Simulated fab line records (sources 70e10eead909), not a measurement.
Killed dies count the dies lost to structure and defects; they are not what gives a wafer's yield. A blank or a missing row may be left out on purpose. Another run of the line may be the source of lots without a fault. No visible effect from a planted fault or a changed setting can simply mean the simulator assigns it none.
Matching of chambers ; flow nandHarc ; aldMetal-01 running NHARC_A_CONTACT_ALD_18: 4 sister chambers
The step deposits TiN, target thk 3 nm, pulse time 1 s, ald cycles 150. 8 wafers are shown with their chamber, then 8 later ones without.

EACH WAFER AND ITS CHAMBER
wafer;chamber;heaterPowerW (W);precursorPulseHeightRel
L082.4;1;1248;1.002
L082.6;1;1218;1.002
L083.2;3;991;1.023
L086.5;2;1154;0.989
L088.3;2;1152;1.004
L088.4;0;1106;0.967
L088.6;3;999;1.004
L091.1;0;1050;1.025

WAFERS WHOSE CHAMBER IS MISSING
wafer;heaterPowerW (W);precursorPulseHeightRel
L091.3;981;1.018
L091.4;1183;0.990
L094.2;1192;1.007
L094.5;1222;0.979
L094.6;1231;0.987
L093.1;999;1.012
L093.5;1205;1.010
L093.6;1280;0.998

EACH ONE'S CHAMBER
wafer;from the rows above;in truth
L091.3;3;3
L091.4;can't be placed: 2 or 1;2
L094.2;can't be placed: 2 or 1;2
L094.5;1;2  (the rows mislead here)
L094.6;1;1
L093.1;3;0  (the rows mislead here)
L093.5;can't be placed: 1 or 2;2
L093.6;1;1
Placed correctly: 3 of 8. Not placeable from these rows: 3 (in 3, the candidates include the true chamber). Wrongly placed: 2.
How it was worked out, from the rows above alone: a wafer's distance from a chamber is the root of the sum, over the readings, of the square of ((its reading less the chamber's mean) divided by the reading's scatter). If the next closest chamber is less than 2 further off than the closest, the wafer can't be placed; otherwise it belongs to the closest. A chamber's mean is the mean of its shown wafers. The scatter: the root of (the sum of the squares of (reading less its chamber's mean) over the shown wafers, divided by (wafers less chambers)).
